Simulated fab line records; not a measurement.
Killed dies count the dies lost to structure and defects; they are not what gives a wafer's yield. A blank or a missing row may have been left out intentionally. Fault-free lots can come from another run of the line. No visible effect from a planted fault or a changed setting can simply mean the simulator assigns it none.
Matching of chambers :: flow nandHarc :: NHARC_A_STAIRCASE_ALD_415 on aldHk-04 has 4 sister chambers
The step deposits SiO2, target thk 30 nm, pulse time 6 s, ald cycles 300. 4 wafers are shown with their chamber, then 8 later ones without.

WAFERS WITH THEIR CHAMBER
wafer: L079.2
chamber: 0
heaterPowerW (W): 467

wafer: L090.3
chamber: 1
heaterPowerW (W): 507

wafer: L090.4
chamber: 3
heaterPowerW (W): 465

wafer: L091.2
chamber: 2
heaterPowerW (W): 417

WAFERS WHOSE CHAMBER IS MISSING
wafer: L091.3
heaterPowerW (W): 463

wafer: L091.6
heaterPowerW (W): 467

wafer: L093.2
heaterPowerW (W): 475

wafer: L093.3
heaterPowerW (W): 503

wafer: L093.6
heaterPowerW (W): 469

wafer: L094.1
heaterPowerW (W): 495

wafer: L094.3
heaterPowerW (W): 423

wafer: L094.4
heaterPowerW (W): 452

WHICH CHAMBER EACH ONE RAN IN
wafer: L091.3
from the rows above: can't be placed: 3 or 0
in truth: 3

wafer: L091.6
from the rows above: can't be placed: 0 or 3
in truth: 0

wafer: L093.2
from the rows above: can't be placed: 0 or 3
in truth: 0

wafer: L093.3
from the rows above: 1
in truth: 1

wafer: L093.6
from the rows above: can't be placed: 0 or 3
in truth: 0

wafer: L094.1
from the rows above: 1
in truth: 1

wafer: L094.3
from the rows above: 2
in truth: 2

wafer: L094.4
from the rows above: can't be placed: 3 or 0
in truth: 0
Correctly placed: 3 of 8. Can't be placed from these rows: 5 (the true chamber is among the candidates in 5). Wrongly placed: 0.
How it was worked out, from the rows above alone: a wafer's distance from a chamber is the root of the sum, over the readings, of the square of ((its reading less the chamber's mean) divided by the reading's scatter). If the next closest chamber is less than 2 further off than the closest, the wafer can't be placed; otherwise it belongs to the closest. Each chamber's mean is taken over the wafers shown for it. The scatter: with one shown wafer a chamber, the root of the mean of the squares of how far each hidden wafer lies from its nearest shown one.
